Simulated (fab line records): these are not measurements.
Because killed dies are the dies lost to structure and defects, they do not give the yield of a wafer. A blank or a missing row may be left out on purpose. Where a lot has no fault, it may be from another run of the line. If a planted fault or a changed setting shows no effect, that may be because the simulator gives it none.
fab line records    flow n5Finfet    part 2 of 2: steps 26 to 30 of 30
record: lots: 5  wafers: 15  lastDay: 18
route steps=1938 shown HKMG_FIN@410
lots that met no fault: from a run of the same line without faults
startH: hours from the record's opening day to when the first of the lot's shown wafers began    waitH: hours since the lot's step before    " same as the row above    L1.1+2: a row that stands for several wafers    - either no value or no given start    * or withheld: withheld    < > ~ a bound
route shown NAME@n: names a module that has steps shown in the file, with the first one's number in the route    usual: mean/standard deviation of fault-free wafers    same: alike in all rows    chamber/n: place in a boat    sites: the reading at each site    _std_site: the values' standard deviation    _edge_site: the outer-site mean with the inner-site mean subtracted    radiusMm: how far each site lies from the wafer's centre    mask NAME#n: copy n    behind: the most recent tool/chamber to have shaped the wafer    hold: cause of the lot's hold/its duration in hours/its outcome    device: the n, p or np transistor that did not switch    end of line: at the end of the route, the tests of the same wafers    a step with no rows: only its recipe    killed: the dies lost at the first sort to structure and to defects; this is not the yield of the wafer    map: the dies of a wafer, with x for killed, . for not killed, _ for no die there
set.NAME: the setting that was run; set.NAME@STEP: the one run at that earlier step    model.NAME: the simulator's own value behind a step, which no gauge read
a table for each step, a row for each wafer; lots at some steps of the route
services: when a tool's chamber went out of use (startH, in hours from the record's first day, below 0 if earlier), for how many hours, and the reason
== steps ==
step: N5_HKMG_FIN_ETCH_32
recipe: chemistry: N2/H2  target: SOC  targetDepthA: 2400  tempC: 40  timeS: 300  ionEnergyEv: 200  maskMaterial: SiARC  pressureMtorr: 30  sourceW: 840  biasW: 150  n2FlowSccm: 200  h2FlowSccm: 200
usual: drypumpMotorCurrentA: 5.8/0.39  n2FlowSccm: 199.9/0.67  oesProductAu: 0.78/0.092  rfVppV: 524.0/2.8  showerheadPlenumPTorr: 2.55/0.11  tempC: 39.98/0.11  throttleValvePct: 17.77/0.24
lot.wafer  tool        chamber  startH  waitH  drypumpMotorCurrentA  n2FlowSccm  oesProductAu  rfHoursCounterH  rfVppV  showerheadPlenumPTorr  tempC  throttleValvePct
L077.1     rieDiel-04  2        94.25   0.0    5.5                   199.7       0.74          151              519.3   2.45                   39.92  17.81
L077.4     "           0        "       "      6.4                   199.7       0.72          208              525.5   2.60                   40.02  18.35
L077.5     "           2        "       "      5.5                   200.0       0.75          -                522.6   2.45                   39.93  17.81
L081.2     rieDiel-05  3        117.26  0.0    5.7                   199.6       0.72          197              522.5   2.52                   39.83  17.74
L081.4     "           0        "       "      6.6                   199.6       0.83          -                528.4   2.69                   39.99  17.90
L081.6     "           3        "       "      5.7                   199.7       0.73          -                522.7   2.52                   39.84  17.73
L083.1     rieDiel-05  1        130.17  0.0    5.6                   200.3       0.70          189              520.6   2.42                   40.05  17.77
L083.4     "           0        "       "      6.6                   199.5       0.82          88               526.5   2.69                   40.06  17.90
L083.6     "           0        "       "      6.6                   200.3       0.81          -                529.3   2.69                   39.96  17.91
L084.2     rieDiel-05  0        134.21  0.0    6.6                   199.4       0.82          89               527.3   2.69                   39.97  17.91
L084.4     "           1        "       "      5.6                   199.8       0.70          190              520.0   2.42                   39.95  17.78
L084.5     "           1        "       "      5.6                   200.2       0.70          -                520.5   2.42                   40.00  17.77
L097.1     rieDiel-04  1        212.75  0.0    6.1                   199.9       0.84          76               524.7   2.58                   39.99  17.67
L097.3     "           3        "       "      5.7                   200.1       0.96          7                525.1   2.60                   40.20  17.60
L097.5     "           2        "       "      5.5                   199.6       0.71          -                521.2   2.43                   39.78  17.89
step: N5_HKMG_FIN_STRIP_33
recipe: chemistry: N2/H2  tempC: 40  n2FlowSccm: 200  h2FlowSccm: 200  rfFrequencyHz: 6e+07
lot.wafer   tool        chamber  startH  waitH
L077.1+4+5  rieDiel-04  2,0,2    94.43   0.1
L081.2+4+6  rieDiel-05  3,0,3    117.44  0.1
L083.1+4+6  rieDiel-05  1,0,0    130.35  0.1
L084.2+4+5  rieDiel-05  0,1,1    134.39  0.1
L097.1+3+5  rieDiel-04  1,3,2    212.93  0.1
step: N5_HKMG_FIN_STRIP_34
recipe: chemistry: CF4  resist: SiARC  powerW: 300  biasPowerW: 75  pressureMtorr: 50  cf4FlowSccm: 150  rfFrequencyHz: 6e+07
usual: drypumpMotorCurrentA: 5.8/0.39  oesProductAu: 0.77/0.085  powerW: 299.9/0.89  rfVppV: 271.4/1.7  showerheadPlenumPTorr: 1.80/0.069  throttleValvePct: 13.57/0.21
lot.wafer  tool        chamber  startH  waitH  drypumpMotorCurrentA  oesProductAu  powerW  rfHoursCounterH  rfVppV  showerheadPlenumPTorr  throttleValvePct
L077.1     rieDiel-04  2        94.44   0.0    5.5                   0.74          299.4   151              270.2   1.74                   13.61
L077.4     "           0        "       "      6.3                   0.73          300.3   208              271.6   1.85                   14.13
L077.5     "           2        "       "      5.4                   0.74          299.7   -                269.4   1.74                   13.61
L081.2     rieDiel-05  3        117.45  0.0    5.7                   0.71          299.5   197              270.1   1.78                   13.63
L081.4     "           0        "       "      6.6                   0.82          298.2   -                272.8   1.91                   13.64
L081.6     "           3        "       "      5.7                   0.71          299.4   -                271.7   1.78                   13.63
L083.1     rieDiel-05  1        130.36  0.0    5.6                   0.71          300.0   189              269.2   1.71                   13.58
L083.4     "           0        "       "      6.6                   0.82          300.7   88               274.6   1.90                   13.66
L083.6     "           0        "       "      6.6                   0.82          300.8   -                273.9   1.90                   13.65
L084.2     rieDiel-05  0        134.40  0.0    6.6                   0.82          299.2   89               272.3   1.90                   13.66
L084.4     "           1        "       "      5.6                   0.71          300.4   190              269.5   1.71                   13.57
L084.5     "           1        "       "      5.6                   0.71          300.6   -                269.3   1.71                   13.58
L097.1     rieDiel-04  1        212.94  0.0    6.1                   0.81          298.3   76               270.0   1.81                   13.35
L097.3     "           3        "       "      5.7                   0.92          301.2   7                271.7   1.83                   13.30
L097.5     "           2        "       "      5.5                   0.71          299.4   -                269.7   1.73                   13.71
step: N5_HKMG_FIN_ETCH_35
recipe: chemistry: N2/H2  target: SOC  targetDepthA: 2158  ionEnergyEv: 65  biasW: 5  sourceW: 3000  timeS: 243.4  pressureMtorr: 30  n2FlowSccm: 200  h2FlowSccm: 200
usual: drypumpMotorCurrentA: 5.8/0.39  n2FlowSccm: 200.1/0.57  oesProductAu: 0.77/0.091  rfVppV: 141.6/1.1  showerheadPlenumPTorr: 2.55/0.11  throttleValvePct: 17.77/0.24
lot.wafer  tool        chamber  startH  waitH  drypumpMotorCurrentA  n2FlowSccm  oesProductAu  rfHoursCounterH  rfVppV  showerheadPlenumPTorr  throttleValvePct
L077.1     rieDiel-04  2        94.46   0.0    5.5                   199.4       0.75          151              142.1   2.45                   17.83
L077.4     "           0        "       "      6.3                   200.3       0.74          208              142.6   2.60                   18.36
L077.5     "           2        "       "      5.5                   199.2       0.76          -                140.5   2.45                   17.83
L081.2     rieDiel-05  3        117.47  0.0    5.7                   200.9       0.72          197              141.0   2.52                   17.74
L081.4     "           0        "       "      6.6                   199.8       0.82          -                143.2   2.69                   17.92
L081.6     "           3        "       "      5.7                   200.8       0.71          -                141.0   2.52                   17.74
L083.1     rieDiel-05  1        130.38  0.0    5.6                   199.8       0.71          189              141.5   2.42                   17.78
L083.4     "           0        "       "      6.6                   199.5       0.82          88               141.2   2.69                   17.93
L083.6     "           0        "       "      6.7                   200.8       0.81          -                142.4   2.69                   17.90
L084.2     rieDiel-05  0        134.42  0.0    6.6                   199.7       0.82          89               141.4   2.69                   17.92
L084.4     "           1        "       "      5.6                   200.3       0.69          190              139.3   2.42                   17.78
L084.5     "           1        "       "      5.6                   200.2       0.70          -                140.7   2.42                   17.79
L097.1     rieDiel-04  1        212.96  0.0    6.1                   199.9       0.83          76               141.4   2.58                   17.69
L097.3     "           3        "       "      5.7                   199.1       0.95          7                143.3   2.60                   17.61
L097.5     "           2        "       "      5.5                   200.1       0.71          -                140.1   2.43                   17.89
step: N5_HKMG_FIN_STRIP_92
recipe: chemistry: N2/H2  material: SOC  timeS: 20  powerW: 500  tempC: 40  pressureMtorr: 50  rfFrequencyHz: 6e+07  biasPowerW: 8  h2Frac: 0.5  n2FlowSccm: 300  h2FlowSccm: 300
usual: drypumpMotorCurrentA: 5.8/0.4  n2FlowSccm: 300.1/0.91  oesProductAu: 0.77/0.093  powerW: 500.1/1.4  rfVppV: 54.2/0.9  showerheadPlenumPTorr: 3.37/0.13  tempC: 40.01/0.11  throttleValvePct: 18.9/0.36
lot.wafer  tool        chamber  startH  waitH  drypumpMotorCurrentA  n2FlowSccm  oesProductAu  powerW  rfHoursCounterH  rfVppV  showerheadPlenumPTorr  tempC  throttleValvePct
L077.1     rieDiel-04  2        94.61   0.1    5.5                   301.3       0.74          500.9   151              52.8    3.23                   40.11  18.9
L077.4     "           0        "       "      6.4                   300.8       0.74          501.6   208              54.1    3.44                   39.92  19.7
L077.5     "           2        "       "      5.4                   299.3       0.74          502.0   -                53.4    3.24                   40.01  18.9
L081.2     rieDiel-05  3        117.62  0.1    5.7                   300.6       0.72          498.3   197              54.1    3.33                   40.06  18.8
L081.4     "           0        "       "      6.6                   300.8       0.82          499.2   -                55.5    3.55                   39.91  19.1
L081.6     "           3        "       "      5.7                   299.6       0.71          500.4   -                54.4    3.33                   40.17  18.8
L083.1     rieDiel-05  1        130.53  0.1    5.6                   300.3       0.71          497.6   189              52.2    3.20                   39.83  18.9
L083.4     "           0        "       "      6.6                   299.9       0.82          499.6   88               54.4    3.54                   40.05  19.1
L083.6     "           0        "       "      6.6                   298.7       0.82          501.1   -                55.0    3.54                   39.90  19.1
L084.2     rieDiel-05  0        134.57  0.1    6.6                   300.3       0.82          503.0   89               55.0    3.54                   40.00  19.1
L084.4     "           1        "       "      5.6                   297.8       0.71          499.1   190              53.1    3.20                   39.95  18.9
L084.5     "           1        "       "      5.6                   298.4       0.70          500.1   -                53.4    3.20                   40.23  18.9
L097.1     rieDiel-04  1        213.11  0.1    6.1                   300.2       0.84          500.9   76               55.1    3.41                   40.06  18.7
L097.3     "           3        "       "      5.7                   300.5       0.94          496.6   7                53.4    3.43                   40.12  18.6
L097.5     "           2        "       "      5.5                   299.3       0.70          499.5   -                53.7    3.21                   40.12  19.0
== services ==
tool             chamber  startH  hours  kind
rtpAnneal-01     -        80.18   3.8    pm
rieDiel-05       2        91.55   11.1   repair
arfiScanner-01   -        91.57   1.5    pm
arfiScanner-02   -        93.07   4.9    pm
thermalCvdSi-02  -        99.54   2.8    pm
arfiScanner-01   -        99.94   1.1    repair
arfiScanner-02   -        114.40  1.3    pm
aldMetal-04      -        115.48  0.6    repair
wetBench-04      -        117.12  0.8    repair
rieDiel-04       2        122.02  1.8    repair
arfiScanner-01   -        147.81  1.0    pm
aldMetal-04      -        165.07  2.8    pm
rieDiel-05       0        166.50  3.8    repair
aldMetal-04      2        168.13  28.5   repair
arfiScanner-01   -        168.20  1.3    pm
rieDiel-05       3        168.28  4.5    repair
aldMetal-03      -        169.56  1.2    pm
aldMetal-03      -        174.16  14.6   pm
arfiScanner-01   -        176.62  0.8    pm
arfiScanner-01   -        181.10  3.9    pm
wetBench-05      -        192.57  0.7    repair
thermalCvdSi-02  -        193.50  4.3    pm
thermalCvdSi-01  0        200.48  7.3    repair
wetBench-06      -        203.65  1.1    repair
